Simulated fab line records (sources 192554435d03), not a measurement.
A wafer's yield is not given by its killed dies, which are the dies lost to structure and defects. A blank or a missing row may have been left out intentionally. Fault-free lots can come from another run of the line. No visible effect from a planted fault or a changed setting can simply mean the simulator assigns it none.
A struck lot beside a sound one + flow n5-finfet + 15 steps out of a route of 1938
Sound: wafers L758.2, L758.3, L758.6. The struck wafers were L771.2, L771.5, L771.6. The cause comes at the end.
At each step with rows: each side's tool, then ch and its chambers, then its first start. Under that, the readings that differ: sound wafers + struck wafers + difference of the means + sigmas: that difference in standard deviations of wafers without a fault.
alike: words and numbers the same on both sides, and readings whose means are apart by under 2 such deviations; not compared: readings that were withheld, readings missing a value for some wafer, numbers with overlapping values and no deviation given by the record, and bounds like >300 which may hide the same value.
A row with sigmas, a row that says differs or no value, or rows on one side alone: a step with any of these is where the two part. When numbers do not overlap yet have no deviation, they are printed without sigmas and do not part them. A reading that every wafer of one side lacks parts them only if that side has two wafers or more.

first, 1 step without rows for these wafers: N5_ILD0_CURE_02 (time 1800 s).
N5_ILD0_CMP_03: polishes, stops on SiNx, t overpolish 1.9 s, target thk 197.38 nm.
  sound on cmp-03 ch 0,1, day 3 18:02; struck on cmp-02 ch 0,1,2, day 6 19:53
  alike: motor-current-A, overpolish-run-s, time-to-endpoint-s
N5_ILD0_THK_MEAS_04:
  sound on film-metro-01, day 3 18:20; struck on film-metro-02, day 6 20:04
  alike: thk-nm
N5_ILD0_CMP_07: polishes SiO2 flowable, stops on poly-Si, t overpolish 1.18 s, target thk 138.88 nm.
  sound on cmp-03 ch 2,3, day 3 18:22; struck on cmp-02 ch 0,3, day 6 20:08
  alike: motor-current-A
N5_ILD0_THK_MEAS_08:
  sound on film-metro-01, day 3 18:40; struck on film-metro-01, day 6 20:23
  alike: thk-nm
then, 1 step without rows for these wafers: N5_ILD0_PRECLEAN_10 (cleans in NF3:NH3, afs cycles 5, time 20 s, sublimation time 60 s).
N5_ILD0_ALD_15: deposits SiNx, target thk 24 nm, pulse time 1 s, ald cycles 480.
  sound on ald-sin-02 ch 0,2, day 3 19:22; struck on ald-sin-04 ch 2,3, day 6 21:07
  alike: heater-power-w, precursor-pulse-height-rel, susceptor-temp-C
N5_ILD0_CMP_12: polishes SiNx, stops on poly-Si, t overpolish 6 s, target thk 17.67 nm.
  sound on cmp-03 ch 0,1, day 3 21:34; struck on cmp-02 ch 0,1, day 6 23:19
| reading                | sound          | struck         | difference | sigmas |
|------------------------|----------------|----------------|------------|--------|
| time-to-endpoint-s (s) | 31.5 34.6 34.6 | 23.9 26.9 24.9 | -8.3       | -3     |
  alike: motor-current-A, overpolish-run-s
N5_ILD0_THK_MEAS_13:
  sound on film-metro-02, day 3 21:52; struck on film-metro-01, day 6 23:36
  alike: thk-nm
N5_ILD0_INSPECT_06: inspects for defects (darkfield).
  sound on defect-inspect-01, day 3 21:54; struck on defect-inspect-01, day 6 23:38
  alike: raw-defect-count
N5_SDB_HM_DEP_00: deposits SiNx from SiH4/NH3/N2, target thk 40 nm, time 35.3 s.
  sound on pecvd-01 ch 0,2, day 3 21:56; struck on pecvd-01 ch 0,1,2, day 6 23:40
  alike: heater-power-w, showerhead-plenum-p-Torr, susceptor-temp-C, throttle-valve-pct
then, 1 step without rows for these wafers: N5_SDB_COAT_03 (time 60 s, resist thk 100 nm).
N5_SDB_COAT_04: time 60 s, resist thk 18 nm.
  sound on litho-track-05 ch 0, day 3 22:01; struck on litho-track-04 ch 0, day 6 23:45
| reading                  | sound             | struck            | difference | sigmas |
|--------------------------|-------------------|-------------------|------------|--------|
| heater-power-total-W (W) | 429.1 424.8 425.7 | 465.6 460.0 460.4 | +35.5      | +15    |
| run-length-s (s)         | 66.32 66.48 66.34 | 59.26 59.38 59.38 | -7.04      | -59    |
then, 1 step without rows for these wafers: N5_SDB_COAT_05 (resist thk 90 nm).
-- the record jumps here: 10 days lie between the struck wafers' starts before and after (it left off in module SDB and takes up again in module PASSIVATION, whose first step shown is number 1936 of the route) --
N5_PASSIVATION_PROBE_49:
  sound on prober-01, day 12 16:20; struck on prober-02, day 16 22:09
  alike: killed_at_M0_to_M3, killed_at_M4_up, killed-at-contacts, killed-at-front-end, killed-at-other, killed-dies, killed-open, killed-short

## WHERE THEY PART
Earliest at N5_ILD0_CMP_12; latest, in this record, at N5_SDB_COAT_04. Later steps at which nothing parts them and some readings are alike: N5_PASSIVATION_PROBE_49.

WHY: what the simulator had put in
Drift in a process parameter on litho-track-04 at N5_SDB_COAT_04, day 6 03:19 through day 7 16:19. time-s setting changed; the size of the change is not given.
